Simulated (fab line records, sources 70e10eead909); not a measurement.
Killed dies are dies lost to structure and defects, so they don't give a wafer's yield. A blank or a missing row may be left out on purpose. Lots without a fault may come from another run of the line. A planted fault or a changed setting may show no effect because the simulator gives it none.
Which tool did it? | flow nand_harc | 24 lots, 72 wafers sampled, at 5 steps of a route of 1159

WHAT THE GAUGES READ, wafer by wafer
NHARC_P_M1_OVL_MEAS_10: pitch 260 nm.
lot  | measured     | on         | overlay_x_nm (nm) | overlay_y_nm (nm)
L075 | day 6 00:19  | overlay-01 | 0.0 0.7 0.3       | 0.4 0.4 0.5
L074 | day 6 05:45  | overlay-02 | 0.3 0.2 0.1       | -0.7 -1.1 -1.1
L077 | day 6 16:52  | overlay-01 | -1.0 -0.8 -0.7    | 0.3 0.2 0.3
L076 | day 6 17:20  | overlay-02 | -0.3 -0.8 -0.6    | 0.5 0.4 0.7
L078 | day 6 22:07  | overlay-01 | 0.4 0.4 0.6       | -0.3 -0.3 -0.6
L079 | day 6 23:55  | overlay-01 | -1.3 -1.0 -1.0    | 0.8 0.4 0.8
L080 | day 7 19:11  | overlay-02 | 0.5 0.4 0.1       | -0.1 0.0 -0.2
L081 | day 7 19:46  | overlay-02 | 1.2 1.0 0.8       | -1.5 -2.3 -1.7
L082 | day 8 00:26  | overlay-02 | -0.5 0.2 -0.1     | -0.8 -1.3 -1.2
L083 | day 8 08:57  | overlay-01 | 1.7 1.9 2.0       | 0.2 -0.5 -0.1
L084 | day 8 14:26  | overlay-02 | -0.5 -0.1 -0.6    | -0.3 -0.6 -0.9
L086 | day 9 07:24  | overlay-01 | -1.4 -0.7 -0.4    | -0.4 0.1 0.1
L085 | day 9 07:44  | overlay-02 | -1.1 -1.3 -1.1    | 0.3 -0.1 -0.5
L088 | day 9 08:21  | overlay-01 | 0.2 -0.1 -0.8     | 0.0 0.1 0.6
L087 | day 9 09:37  | overlay-02 | -1.2 -1.0 -1.1    | 0.0 -0.1 -0.1
L089 | day 9 16:16  | overlay-01 | 0.6 0.8 0.4       | -1.0 -1.0 -0.6
L090 | day 9 17:48  | overlay-02 | -0.5 -0.2 -0.7    | 0.5 0.5 1.2
L092 | day 10 13:47 | overlay-02 | 0.6 -0.1 -0.2     | 1.2 0.8 0.7
L091 | day 10 14:08 | overlay-01 | 1.5 1.6 1.7       | -0.3 -0.2 -0.2
L093 | day 10 15:49 | overlay-01 | -0.8 -0.3 -0.9    | 0.1 0.0 0.1
L094 | day 10 23:46 | overlay-01 | 0.0 -0.5 -0.1     | -0.1 -0.8 -0.3
L095 | day 11 06:40 | overlay-02 | 0.3 0.3 0.1       | -0.3 -0.2 -0.3
L097 | day 11 10:54 | overlay-02 | 1.0 0.7 1.0       | -0.1 0.2 -0.1
L096 | day 11 11:03 | overlay-02 | -0.4 -0.6 -1.1    | 0.0 -0.2 0.1

NHARC_P_M2_INSPECT_27.
lot  | measured     | on                | raw_defect_count
L075 | day 6 07:08  | defect_inspect-01 | 245 362 267
L074 | day 6 13:13  | defect_inspect-01 | 469 468 340
L077 | day 6 23:38  | defect_inspect-02 | 285 332 267
L076 | day 7 00:20  | defect_inspect-01 | 521 462 232
L078 | day 7 05:07  | defect_inspect-01 | 379 466 424
L079 | day 7 06:45  | defect_inspect-02 | 318 164 441
L080 | day 8 02:44  | defect_inspect-02 | 294 668 321
L081 | day 8 03:09  | defect_inspect-01 | 241 296 292
L082 | day 8 07:33  | defect_inspect-02 | 319 216 303
L083 | day 8 16:00  | defect_inspect-02 | 270 430 334
L084 | day 8 21:20  | defect_inspect-02 | 524 323 607
L086 | day 9 14:28  | defect_inspect-02 | 316 229 550
L085 | day 9 14:46  | defect_inspect-02 | 319 205 272
L088 | day 9 15:22  | defect_inspect-01 | 313 213 286
L087 | day 9 16:53  | defect_inspect-01 | 231 194 259
L089 | day 9 23:15  | defect_inspect-02 | 322 336 232
L090 | day 10 00:51 | defect_inspect-02 | 267 357 513
L092 | day 10 20:41 | defect_inspect-01 | 303 666 318
L091 | day 10 21:18 | defect_inspect-02 | 255 255 165
L093 | day 10 22:47 | defect_inspect-01 | 403 426 582
L094 | day 11 07:04 | defect_inspect-02 | 205 402 202
L095 | day 11 14:03 | defect_inspect-01 | 299 335 268
L097 | day 11 17:35 | defect_inspect-02 | 266 596 406
L096 | day 11 18:35 | defect_inspect-01 | 479 369 328

NHARC_P_BONDPAD_CD_MEAS_13.
lot  | measured     | on        | cd_nm (nm)
L075 | day 6 09:30  | cd_sem-02 | 502.3 501.2 501.2
L074 | day 6 15:37  | cd_sem-02 | 498.8 498.1 497.8
L077 | day 7 01:57  | cd_sem-01 | 499.8 498.9 500.0
L076 | day 7 02:40  | cd_sem-01 | 497.6 501.0 498.9
L078 | day 7 07:35  | cd_sem-03 | 499.4 502.0 502.3
L079 | day 7 09:10  | cd_sem-02 | 497.2 499.4 498.7
L080 | day 8 05:31  | cd_sem-01 | 500.4 498.8 499.8
L081 | day 8 05:32  | cd_sem-03 | 500.3 499.3 500.6
L082 | day 8 09:52  | cd_sem-02 | 503.5 499.2 499.1
L083 | day 8 18:10  | cd_sem-01 | 498.2 499.5 498.7
L084 | day 8 23:38  | cd_sem-02 | 497.8 499.4 499.7
L086 | day 9 16:57  | cd_sem-03 | 497.1 499.4 502.1
L085 | day 9 17:06  | cd_sem-03 | 499.7 501.0 499.0
L088 | day 9 17:40  | cd_sem-02 | 496.6 499.6 497.7
L087 | day 9 19:03  | cd_sem-01 | 500.6 498.3 498.8
L089 | day 10 01:35 | cd_sem-01 | 497.1 497.9 496.8
L090 | day 10 03:02 | cd_sem-01 | 501.2 500.8 501.1
L092 | day 10 23:19 | cd_sem-01 | 498.9 496.3 499.7
L091 | day 11 00:27 | cd_sem-03 | 494.7 496.9 497.6
L093 | day 11 01:13 | cd_sem-03 | 498.6 496.8 496.6
L094 | day 11 09:25 | cd_sem-01 | 500.5 496.6 499.3
L095 | day 11 16:42 | cd_sem-02 | 499.7 499.7 498.2
L097 | day 11 19:49 | cd_sem-02 | 497.9 495.5 497.0
L096 | day 11 20:59 | cd_sem-02 | 500.8 499.0 497.9

WHICH TOOL RAN EACH LOT (tool, then ch and the chambers of the sampled wafers, then the start)
lot  | NHARC_P_M1_PVD_20                       | NHARC_P_BONDPAD_ETCH_12
L075 | pvd_sputter-01, day 6 07:08 or earlier  | rie_diel-13 ch 0,1, day 6 09:30 or earlier
L074 | pvd_sputter-03, day 6 13:13 or earlier  | rie_diel-09 ch 0,1,2, day 6 15:37 or earlier
L077 | pvd_sputter-03, day 6 23:38 or earlier  | rie_diel-13 ch 0,2,3, day 7 01:57 or earlier
L076 | pvd_sputter-02, day 7 00:20 or earlier  | rie_diel-13 ch 0,1,2, day 7 02:40 or earlier
L078 | pvd_sputter-01, day 7 05:07 or earlier  | rie_diel-13 ch 1,3, day 7 07:35 or earlier
L079 | pvd_sputter-03, day 7 06:45 or earlier  | rie_diel-11 ch 1,2,3, day 7 09:10 or earlier
L080 | pvd_sputter-02, day 8 02:44 or earlier  | rie_diel-09 ch 0,2,3, day 8 05:31 or earlier
L081 | pvd_sputter-03, day 8 03:09 or earlier  | rie_diel-13 ch 0,1,2, day 8 05:32 or earlier
L082 | pvd_sputter-03, day 8 07:33 or earlier  | rie_diel-13 ch 0,2,3, day 8 09:52 or earlier
L083 | pvd_sputter-03, day 8 16:00 or earlier  | rie_diel-11 ch 0,1,3, day 8 18:10 or earlier
L084 | pvd_sputter-02, day 8 21:20 or earlier  | rie_diel-13 ch 0,1,3, day 8 23:38 or earlier
L086 | pvd_sputter-01, day 9 14:28 or earlier  | rie_diel-13 ch 0,3, day 9 16:57 or earlier
L085 | pvd_sputter-02, day 9 14:46 or earlier  | rie_diel-11 ch 1,2, day 9 17:06 or earlier
L088 | pvd_sputter-01, day 9 15:22 or earlier  | rie_diel-13 ch 0,2, day 9 17:40 or earlier
L087 | pvd_sputter-02, day 9 16:53 or earlier  | rie_diel-13 ch 0,1,3, day 9 19:03 or earlier
L089 | pvd_sputter-01, day 9 23:15 or earlier  | rie_diel-13 ch 1,2,3, day 10 01:35 or earlier
L090 | pvd_sputter-03, day 10 00:51 or earlier | rie_diel-13 ch 1,2, day 10 03:02 or earlier
L092 | pvd_sputter-01, day 10 20:41 or earlier | rie_diel-13 ch 0,2, day 10 23:19 or earlier
L091 | pvd_sputter-02, day 10 21:18 or earlier | rie_diel-13 ch 2,3, day 11 00:27 or earlier
L093 | pvd_sputter-01, day 10 22:47 or earlier | rie_diel-13 ch 0,1, day 11 01:13 or earlier
L094 | pvd_sputter-02, day 11 07:04 or earlier | rie_diel-13 ch 0,1,2, day 11 09:25 or earlier
L095 | pvd_sputter-01, day 11 14:03 or earlier | rie_diel-13 ch 2,3, day 11 16:42 or earlier
L097 | pvd_sputter-01, day 11 17:35 or earlier | rie_diel-13 ch 0,1,3, day 11 19:49 or earlier
L096 | pvd_sputter-03, day 11 18:35 or earlier | rie_diel-13 ch 1,2,3, day 11 20:59 or earlier
- NHARC_P_M1_PVD_20: deposits TaN, target thk 5 nm, time 8.06 s.
- NHARC_P_BONDPAD_ETCH_12: etches the open film in CHF3/O2, target depth 200 nm, time 100 s.

WHAT THE TOOLS THEMSELVES READ (means of the sampled wafers that have a number; where no wafer has one, the mark that the record gives instead)
NHARC_P_M1_PVD_20.
lot  | tool           | substrate_temp_c (C) | throttle_valve_pct (%)
L075 | pvd_sputter-01 | 50.02                | 28.8
L074 | pvd_sputter-03 | 50.07                | 30.3
L077 | pvd_sputter-03 | 50.12                | 29.7
L076 | pvd_sputter-02 | 50.09                | 30.3
L078 | pvd_sputter-01 | 50.09                | 28.8
L079 | pvd_sputter-03 | 50.02                | 30.1
L080 | pvd_sputter-02 | 49.95                | 30.2
L081 | pvd_sputter-03 | 50.00                | 29.9
L082 | pvd_sputter-03 | 50.10                | 30.3
L083 | pvd_sputter-03 | 50.04                | 29.5
L084 | pvd_sputter-02 | 50.01                | 30.7
L086 | pvd_sputter-01 | 50.00                | 28.3
L085 | pvd_sputter-02 | 50.05                | 30.7
L088 | pvd_sputter-01 | 50.07                | 29.4
L087 | pvd_sputter-02 | 50.05                | 30.3
L089 | pvd_sputter-01 | 50.04                | 29.2
L090 | pvd_sputter-03 | 50.01                | 29.7
L092 | pvd_sputter-01 | 49.86                | 29.3
L091 | pvd_sputter-02 | 49.99                | 30.4
L093 | pvd_sputter-01 | 49.99                | 27.9
L094 | pvd_sputter-02 | 50.17                | 30.6
L095 | pvd_sputter-01 | 50.02                | 28.8
L097 | pvd_sputter-01 | 50.03                | 29.1
L096 | pvd_sputter-03 | 50.02                | 30.0

NHARC_P_BONDPAD_ETCH_12.
lot  | tool        | chamber_pressure_mTorr (mTorr) | drypump_motor_current_A (A) | oes_product_au (a.u.) | rf_vpp_V (V) | showerhead_plenum_p_Torr (Torr) | throttle_valve_pct (%)
L075 | rie_diel-13 | 25.003                         | 5.7                         | 0.924                 | 371.4        | 2.45                            | 20.570
L074 | rie_diel-09 | 25.000                         | 4.9                         | 0.933                 | 371.3        | 2.40                            | 20.575
L077 | rie_diel-13 | 25.005                         | 5.6                         | 0.936                 | 370.2        | 2.41                            | 20.565
L076 | rie_diel-13 | 25.013                         | 5.5                         | 0.970                 | 369.9        | 2.40                            | 20.574
L078 | rie_diel-13 | 25.000                         | 5.9                         | 0.949                 | 372.2        | 2.46                            | 20.580
L079 | rie_diel-11 | 25.002                         | 6.2                         | 0.926                 | 370.0        | 2.40                            | 20.566
L080 | rie_diel-09 | 24.993                         | 5.2                         | 0.960                 | 369.6        | 2.35                            | 20.582
L081 | rie_diel-13 | 25.000                         | 5.5                         | 0.921                 | 370.6        | 2.40                            | 20.577
L082 | rie_diel-13 | 24.991                         | 5.6                         | 0.925                 | 371.5        | 2.41                            | 20.568
L083 | rie_diel-11 | 25.015                         | 6.2                         | 0.929                 | 371.3        | 2.41                            | 20.569
L084 | rie_diel-13 | 25.030                         | 5.8                         | 0.928                 | 371.5        | 2.46                            | 20.563
L086 | rie_diel-13 | 24.996                         | 5.6                         | 0.923                 | 371.2        | 2.46                            | 20.571
L085 | rie_diel-11 | 25.001                         | 6.1                         | 0.962                 | 371.9        | 2.47                            | 20.582
L088 | rie_diel-13 | 25.008                         | 5.4                         | 0.923                 | 369.3        | 2.35                            | 20.573
L087 | rie_diel-13 | 25.021                         | 5.8                         | 0.926                 | 372.1        | 2.46                            | 20.569
L089 | rie_diel-13 | 25.003                         | 5.7                         | 0.930                 | 371.0        | 2.40                            | 20.573
L090 | rie_diel-13 | 25.001                         | 5.7                         | 0.920                 | 370.0        | 2.39                            | 20.570
L092 | rie_diel-13 | 24.995                         | 5.4                         | 0.926                 | 369.9        | 2.34                            | 20.569
L091 | rie_diel-13 | 25.003                         | 5.8                         | 0.923                 | 370.4        | 2.40                            | 20.566
L093 | rie_diel-13 | 25.012                         | 5.6                         | 0.919                 | 372.0        | 2.45                            | 20.568
L094 | rie_diel-13 | 24.987                         | 5.5                         | 0.921                 | 369.8        | 2.39                            | 20.568
L095 | rie_diel-13 | 25.002                         | 5.5                         | 0.955                 | 368.1        | 2.35                            | 20.573
L097 | rie_diel-13 | 24.978                         | 5.7                         | 0.967                 | 370.8        | 2.45                            | 20.574
L096 | rie_diel-13 | 24.992                         | 5.7                         | 0.921                 | 370.8        | 2.40                            | 20.577

THE ANSWER, worked out from the rows above alone
Rule: what is usual is taken from the lots themselves. Put in order of their means at a reading, lots are off if they are a third of the lots or fewer, leave a main group of 4 or more, and stand apart from it by a gap of 3 or more times the standard deviation of the main group's means; of several such gaps the widest counts. A main group whose means are all the same, to the digits that the tables above print for the reading, isn't used. A lot without any number at a reading at which 4 lots or more have one is off too. The other lots that the step has rows for count as sound. The gauges are gone through in route order, then the tools' own readings, and for those a lot's mean is taken as printed above. The first step at which some lot is off is used, and at that step the reading that is off furthest; a lot without a number counts as furthest.
No lot is off at any reading shown: from this, nothing can be told.

WHAT THE SIMULATOR HAD PUT IN
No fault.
